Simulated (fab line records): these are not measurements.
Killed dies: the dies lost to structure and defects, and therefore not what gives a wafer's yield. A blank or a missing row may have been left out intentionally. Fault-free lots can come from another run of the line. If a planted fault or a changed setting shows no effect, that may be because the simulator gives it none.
Which tool did it?	flow nand-harc	22 lots with 66 wafers sampled at 4 steps, on a route of 1302 steps

== WHAT THE GAUGES SHOWED, per wafer ==
NHARC_A_SIN_REMOVE_INSPECT_04. Usual: raw-defect-count reads 379 (standard deviation 74).
lot	measured	on	raw-defect-count	flag
L074	day 20 00:19	defect-inspect-02	443 348 384	
L076	day 20 23:11	defect-inspect-02	289 384 392	
L075	day 20 23:11	defect-inspect-01	304 310 404	
L078	day 21 19:37	defect-inspect-02	304 277 517	
L079	day 21 15:49	defect-inspect-02	416 404 374	
L077	day 21 15:49	defect-inspect-01	436 582 449	
L081	day 22 19:28	defect-inspect-02	432 362 378	
L080	day 23 12:02	defect-inspect-02	425 311 355	
L082	day 24 03:04	defect-inspect-01	272 328 302	
L084	day 24 05:12	defect-inspect-01	454 436 649	
L083	day 24 14:14	defect-inspect-01	326 355 345	
L087	day 25 05:18	defect-inspect-02	458 356 443	
L085	day 25 05:19	defect-inspect-01	334 373 374	
L091	day 26 15:39	defect-inspect-02	431 426 352	
L090	day 26 15:39	defect-inspect-01	368 304 326	
L088	day 26 19:40	defect-inspect-02	358 369 357	
L089	day 26 19:39	defect-inspect-01	414 384 319	
L094	day 28 13:16	defect-inspect-01	399 344 289	
L093	day 28 13:16	defect-inspect-02	422 341 371	
L095	day 28 17:01	defect-inspect-02	634 376 547	
L096	day 29 20:32	defect-inspect-02	424 476 392	
L097	day 30 16:36	defect-inspect-01	246 280 238	

== EACH LOT AND THE TOOL THAT RAN IT (in order: tool; ch and the chambers of the sampled wafers; start) ==
lot	NHARC_A_STAIRCASE_DESCUM_443	NHARC_A_STAIRCASE_ETCHBACK_157	NHARC_A_SLIT_ETCH_24
L074	rie-diel-10 ch 1,2,3, day 18 09:17	rie-diel-04 ch 0,2,3, day 18 16:26	rie-diel-13 ch 0,1,2, day 19 11:07
L076	rie-diel-03 ch 1,2,3, day 19 11:56	rie-diel-10 ch 1,2, day 19 18:23	rie-diel-07 ch 2,3, day 20 10:19
L075	rie-diel-04 ch 0,2,3, day 19 12:05	rie-diel-10 ch 1,2,3, day 19 18:40	rie-diel-01 ch 0,2,3, day 20 11:44
L078	rie-diel-04 ch 0,3, day 20 02:14	rie-diel-10 ch 0,1,3, day 20 11:23	rie-diel-01 ch 0,2,3, day 21 04:34
L079	rie-diel-04 ch 0,3, day 20 06:19	rie-diel-03 ch 0,1, day 20 13:46	rie-diel-01 ch 0,1, day 21 02:56
L077	rie-diel-10 ch 1,3, day 20 06:34	rie-diel-03 ch 0,3, day 20 14:04	rie-diel-07 ch 0,1,2, day 21 03:40
L081	rie-diel-04 ch 0,2,3, day 21 07:43	rie-diel-10 ch 0,1,2, day 21 13:57	rie-diel-01 ch 0,1,2, day 22 05:13
L080	rie-diel-03 ch 0,3, day 21 22:50	rie-diel-03 ch 0,1,3, day 22 06:00	rie-diel-07 ch 0,1, day 22 23:02
L082	rie-diel-04 ch 2,3, day 22 14:51	rie-diel-10 ch 1,3, day 22 21:20	rie-diel-07 ch 1,3, day 23 12:20
L084	rie-diel-03 ch 0,2, day 22 14:53	rie-diel-04 ch 0,3, day 22 21:07	rie-diel-01 ch 1,2, day 23 13:10
L083	rie-diel-03 ch 0,1,2, day 23 05:29	rie-diel-10 ch 0,1,3, day 23 11:44	rie-diel-01 ch 0,1,3, day 24 01:24
L087	rie-diel-10 ch 0,2,3, day 23 20:13	rie-diel-04 ch 1,2,3, day 24 02:22	rie-diel-13 ch 0,1,3, day 24 16:28
L085	rie-diel-04 ch 1,2, day 23 20:14	rie-diel-10 ch 0,1,3, day 24 02:27	rie-diel-07 ch 1,2,3, day 24 18:04
L091	rie-diel-03 ch 0,1,3, day 25 06:30	rie-diel-10 ch 0,1,3, day 25 12:43	rie-diel-07 ch 0,2, day 26 03:52
L090	rie-diel-04 ch 2,3, day 25 06:34	rie-diel-04 ch 0,1, day 25 12:47	rie-diel-01 ch 0,1, day 26 02:49
L088	rie-diel-04 ch 0,1,3, day 25 06:37	rie-diel-04 ch 0,1,2, day 25 15:43	rie-diel-07 ch 1,2, day 26 06:43
L089	rie-diel-10 ch 0,3, day 25 06:56	rie-diel-03 ch 0,1, day 25 14:07	rie-diel-01 ch 0,1, day 26 04:48
L094	rie-diel-04 ch 0,2,3, day 27 03:23	rie-diel-10 ch 0,1,3, day 27 09:35	rie-diel-13 ch 0,1,2, day 28 01:53
L093	rie-diel-03 ch 0,3, day 27 03:34	rie-diel-04 ch 0,3, day 27 09:49	rie-diel-13 ch 0,3, day 28 00:24
L095	rie-diel-10 ch 0,1,2, day 27 03:58	rie-diel-03 ch 0,2, day 27 11:08	rie-diel-13 ch 0,3, day 28 03:59
L096	rie-diel-04 ch 0,2,3, day 28 11:48	rie-diel-03 ch 0,1, day 28 18:05	rie-diel-07 ch 0,2,3, day 29 07:50
L097	rie-diel-10 ch 0,1,2, day 29 06:37	rie-diel-10 ch 0,1,3, day 29 12:50	rie-diel-07 ch 0,1,2, day 30 02:28
- NHARC_A_STAIRCASE_DESCUM_443: chemistry O2, time 3 s.
- NHARC_A_STAIRCASE_ETCHBACK_157: etches the open film in CH3F/O2, target depth 90 nm, time 167.14 s.
- NHARC_A_SLIT_ETCH_24: etches the open film in CF4/CHF3, target depth 121 nm, time 60.5 s.

== AS READ BY THE TOOLS THEMSELVES (means over the sampled wafers that have a number; for cases with no such wafer, the mark the record gives instead) ==
NHARC_A_STAIRCASE_DESCUM_443. Usual: drypump-motor-current-A 5.9 A, standard deviation 0.42; mfc-ar-sccm 0.006 sccm, standard deviation 0.0096; oes-product-au 1.002 a.u., standard deviation 0.0091; rf-vpp-V 57.8 V, standard deviation 0.9; showerhead-plenum-p-Torr 1.91 Torr, standard deviation 0.091; throttle-valve-pct 11.312 %, standard deviation 0.009.
lot	tool	drypump-motor-current-A (A)	mfc-ar-sccm (sccm)	oes-product-au (a.u.)	rf-vpp-V (V)	showerhead-plenum-p-Torr (Torr)	throttle-valve-pct (%)	flag
L074	rie-diel-10	5.9	0.004	1.003	57.8	1.93	11.314	
L076	rie-diel-03	6.0	0.001	0.996	58.5	2.00	11.313	
L075	rie-diel-04	5.7	0.014	1.014	57.7	1.82	11.307	
L078	rie-diel-04	5.6	0.003	1.004	57.7	1.81	11.310	
L079	rie-diel-04	5.5	0.007	1.006	58.9	1.84	11.309	
L077	rie-diel-10	5.6	0.000	0.996	57.9	1.96	11.309	
L081	rie-diel-04	5.7	0.014	0.999	56.9	1.82	11.306	
L080	rie-diel-03	6.1	0.003	0.999	58.0	1.99	11.317	
L082	rie-diel-04	5.9	0.022	1.002	57.1	1.80	11.313	
L084	rie-diel-03	6.3	0.000	0.996	57.6	2.02	11.313	
L083	rie-diel-03	6.1	0.000	0.994	57.7	2.02	11.318	
L087	rie-diel-10	5.9	0.004	1.008	58.5	1.88	11.317	
L085	rie-diel-04	6.3	0.014	1.000	58.2	1.86	11.313	
L091	rie-diel-03	5.8	0.001	0.995	59.1	2.01	11.312	
L090	rie-diel-04	5.9	0.022	1.009	57.6	1.79	11.306	
L088	rie-diel-04	5.8	0.005	1.001	57.7	1.84	11.303	
L089	rie-diel-10	5.7	0.000	1.003	57.7	1.91	11.309	
L094	rie-diel-04	5.7	0.014	0.994	57.2	1.81	11.323	
L093	rie-diel-03	6.1	0.003	0.991	58.0	1.98	11.315	
L095	rie-diel-10	6.0	0.004	1.010	56.9	1.91	11.313	
L096	rie-diel-04	5.7	0.014	1.003	57.5	1.80	11.309	
L097	rie-diel-10	6.0	0.004	1.001	58.2	1.91	11.313	

NHARC_A_STAIRCASE_ETCHBACK_157. Usual: value, then standard deviation, for each; drypump-motor-current-A 5.9 A / 0.45; mfc-ar-sccm 200.0 sccm / 0.67; oes-product-au 0.97 a.u. / 0.034; rf-fwd-power-W 497.5 W / 1.6; rf-vpp-V 244.5 V / 1.7; showerhead-plenum-p-Torr 2.47 Torr / 0.11; throttle-valve-pct 20.663 % / 0.0089.
lot	tool	drypump-motor-current-A (A)	mfc-ar-sccm (sccm)	oes-product-au (a.u.)	rf-fwd-power-W (W)	rf-vpp-V (V)	showerhead-plenum-p-Torr (Torr)	throttle-valve-pct (%)	flag
L074	rie-diel-04	5.7	200.3	1.00	496.7	242.3	2.35	20.655	
L076	rie-diel-10	6.0	200.0	1.01	497.2	245.3	2.53	20.660	
L075	rie-diel-10	5.8	199.9	1.00	497.4	244.7	2.48	20.664	
L078	rie-diel-10	5.7	199.5	1.01	498.7	244.8	2.51	20.663	
L079	rie-diel-03	5.8	200.3	0.99	498.4	246.8	2.63	20.667	
L077	rie-diel-03	6.1	200.1	0.99	498.7	246.4	2.60	20.667	
L081	rie-diel-10	6.0	200.0	0.95	497.5	244.5	2.47	20.665	
L080	rie-diel-03	5.8	200.6	1.00	497.6	246.5	2.59	20.667	
L082	rie-diel-10	5.7	199.9	0.97	497.9	245.5	2.56	20.670	
L084	rie-diel-04	5.5	200.4	0.96	495.4	243.2	2.36	20.649	
L083	rie-diel-10	5.7	200.0	0.93	496.6	244.9	2.50	20.660	
L087	rie-diel-04	6.0	200.3	1.00	499.2	243.9	2.35	20.666	
L085	rie-diel-10	5.7	200.0	0.93	497.3	245.1	2.50	20.665	
L091	rie-diel-10	5.7	200.1	0.95	497.5	244.6	2.50	20.658	
L090	rie-diel-04	6.1	199.7	0.99	497.4	244.1	2.41	20.654	
L088	rie-diel-04	5.9	200.3	0.95	497.7	243.6	2.37	20.655	
L089	rie-diel-03	5.8	199.7	0.91	497.7	246.9	2.62	20.668	
L094	rie-diel-10	5.7	199.9	0.99	497.5	245.5	2.49	20.665	
L093	rie-diel-04	5.6	200.4	0.96	495.0	243.0	2.32	20.664	
L095	rie-diel-03	6.6	200.7	0.92	495.6	245.7	2.53	20.667	
L096	rie-diel-03	5.5	199.5	1.00	497.2	247.1	2.61	20.660	
L097	rie-diel-10	5.7	199.4	0.92	498.1	244.8	2.48	20.661	

NHARC_A_SLIT_ETCH_24. Usual: value, then standard deviation, for each; drypump-motor-current-A 5.8 A / 0.44; mfc-ar-sccm 0.012 sccm / 0.012; oes-product-au 0.960 a.u. / 0.021; rf-fwd-power-W 495.5 W / 2; rf-vpp-V 370.8 V / 2; showerhead-plenum-p-Torr 1.58 Torr / 0.053; throttle-valve-pct 16.802 % / 0.0086.
lot	tool	drypump-motor-current-A (A)	mfc-ar-sccm (sccm)	oes-product-au (a.u.)	rf-fwd-power-W (W)	rf-vpp-V (V)	showerhead-plenum-p-Torr (Torr)	throttle-valve-pct (%)	flag
L074	rie-diel-13	6.0	0.003	0.961	495.2	369.0	1.55	16.807	
L076	rie-diel-07	5.5	0.021	0.927	494.0	372.5	1.62	16.809	
L075	rie-diel-01	5.7	0.009	0.965	495.6	370.7	1.59	16.802	
L078	rie-diel-01	5.7	0.009	0.969	496.8	371.7	1.59	16.798	
L079	rie-diel-01	5.6	0.000	0.957	497.7	370.7	1.59	16.804	
L077	rie-diel-07	5.9	0.015	0.981	495.2	371.0	1.57	16.795	
L081	rie-diel-01	5.6	0.000	0.971	495.7	371.5	1.58	16.801	
L080	rie-diel-07	5.8	0.021	0.964	496.3	368.2	1.51	16.811	
L082	rie-diel-07	5.8	0.028	0.968	494.9	370.7	1.57	16.798	
L084	rie-diel-01	5.8	0.000	0.943	493.7	369.6	1.58	16.803	
L083	rie-diel-01	5.9	0.009	0.925	496.5	371.9	1.59	16.808	
L087	rie-diel-13	6.2	0.011	0.969	495.9	370.5	1.58	16.800	
L085	rie-diel-07	5.8	0.018	0.976	493.3	371.6	1.59	16.802	
L091	rie-diel-07	5.6	0.008	0.929	494.7	371.1	1.61	16.798	
L090	rie-diel-01	5.8	0.000	0.972	495.6	371.2	1.58	16.795	
L088	rie-diel-07	6.0	0.008	0.973	492.0	371.7	1.62	16.798	
L089	rie-diel-01	5.7	0.000	0.972	494.8	370.8	1.59	16.808	
L094	rie-diel-13	6.1	0.003	0.962	494.7	369.9	1.54	16.808	
L093	rie-diel-13	5.8	0.008	0.973	496.0	368.5	1.53	16.798	
L095	rie-diel-13	5.9	0.017	0.917	494.7	371.5	1.58	16.802	
L096	rie-diel-07	5.5	0.018	0.977	495.1	371.1	1.59	16.802	
L097	rie-diel-07	5.9	0.015	0.967	495.2	370.7	1.56	16.796	

== THE ANSWER, worked out from the rows above alone ==
Rule: lot off if the mean of its wafers having a number is beyond 3 standard deviations from the usual mean. A lot without any number at a reading at which 4 lots or more have one is off too. Any other lot the step has rows for is counted as sound. The gauges are gone through in route order, then the tools' own readings, and for those a lot's mean is taken as printed above. The first step at which some lot is off is used, and at that step the reading that is off furthest; a lot without a number counts as furthest.
None of the lots is off at any reading shown; this tells nothing.

== WHAT THE SIMULATOR HAD INSERTED ==
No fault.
